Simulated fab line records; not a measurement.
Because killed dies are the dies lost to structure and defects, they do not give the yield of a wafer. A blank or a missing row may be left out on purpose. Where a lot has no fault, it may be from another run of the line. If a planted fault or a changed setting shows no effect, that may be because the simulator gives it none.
The tool behind it: which one? + flow nand harc + 72 wafers sampled from 24 lots at 1 step of a route of 1159

## WHAT THE GAUGES READ, wafer by wafer
NHARC_A_CHANNEL_HOLE_D1_CD_MEAS_30.
| lot  | measured     | on        | cd nm (nm)     |
|------|--------------|-----------|----------------|
| L074 | day 8 07:35  | cd sem-02 | 90.6 88.6 90.9 |
| L076 | day 9 08:28  | cd sem-03 | 89.1 89.5 89.4 |
| L075 | day 9 08:35  | cd sem-03 | 90.2 89.5 89.6 |
| L077 | day 9 12:37  | cd sem-01 | 88.1 88.4 91.0 |
| L078 | day 9 12:44  | cd sem-02 | 92.1 91.4 90.2 |
| L081 | day 10 00:25 | cd sem-01 | 90.7 90.9 91.0 |
| L080 | day 10 01:04 | cd sem-02 | 90.7 90.2 89.6 |
| L079 | day 10 05:13 | cd sem-03 | 90.5 90.6 89.6 |
| L082 | day 10 07:56 | cd sem-02 | 90.4 90.4 91.0 |
| L083 | day 10 21:04 | cd sem-03 | 89.7 91.0 88.9 |
| L086 | day 11 15:02 | cd sem-03 | 91.9 89.4 91.4 |
| L084 | day 11 15:17 | cd sem-03 | 89.3 89.8 90.9 |
| L087 | day 11 19:11 | cd sem-02 | 89.7 90.0 88.8 |
| L085 | day 12 04:13 | cd sem-03 | 92.7 91.9 92.7 |
| L089 | day 12 05:12 | cd sem-01 | 88.7 91.4 89.1 |
| L088 | day 12 08:31 | cd sem-02 | 90.5 90.7 91.2 |
| L091 | day 12 12:41 | cd sem-01 | 90.0 91.1 91.7 |
| L090 | day 12 13:17 | cd sem-02 | 90.6 89.0 89.1 |
| L093 | day 12 23:13 | cd sem-01 | 89.4 89.8 91.9 |
| L092 | day 12 23:45 | cd sem-03 | 90.2 90.8 90.1 |
| L094 | day 13 07:13 | cd sem-01 | 92.3 91.7 91.8 |
| L095 | day 13 21:47 | cd sem-02 | 89.6 89.0 88.6 |
| L096 | day 13 22:20 | cd sem-02 | 92.0 91.2 92.1 |
| L097 | day 14 18:58 | cd sem-03 | 87.9 89.0 89.1 |

## EACH LOT AND THE TOOL THAT RAN IT (in order: tool; ch and the chambers of the sampled wafers; start)
The record holds no process step before these readings.

## AS READ BY THE TOOLS THEMSELVES (means over the sampled wafers that have a number; for cases with no such wafer, the mark the record gives instead)
The record holds no such reading with a usual standard deviation.

## THE ANSWER, worked out from the rows above alone
Rule: the lots themselves supply what counts as usual. Put in order of their means at a reading, lots are off if they are a third of the lots or fewer, leave a main group of 4 or more, and stand apart from it by a gap of 3 or more times the standard deviation of the main group's means; of several such gaps the widest counts. The tables above print the reading to a certain number of digits; a main group whose means all agree to those digits is not used. A lot without any number at a reading at which 4 lots or more have one is off too. Any other lot the step has rows for is counted as sound. The gauges are gone through in route order, then the tools' own readings, and for those a lot's mean is taken as printed above. The first step at which some lot is off is used, and at that step the reading that is off furthest; a lot without a number counts as furthest.
Nothing can be told from this: no lot is off at any reading shown.

## WHAT THE SIMULATOR HAD PUT IN
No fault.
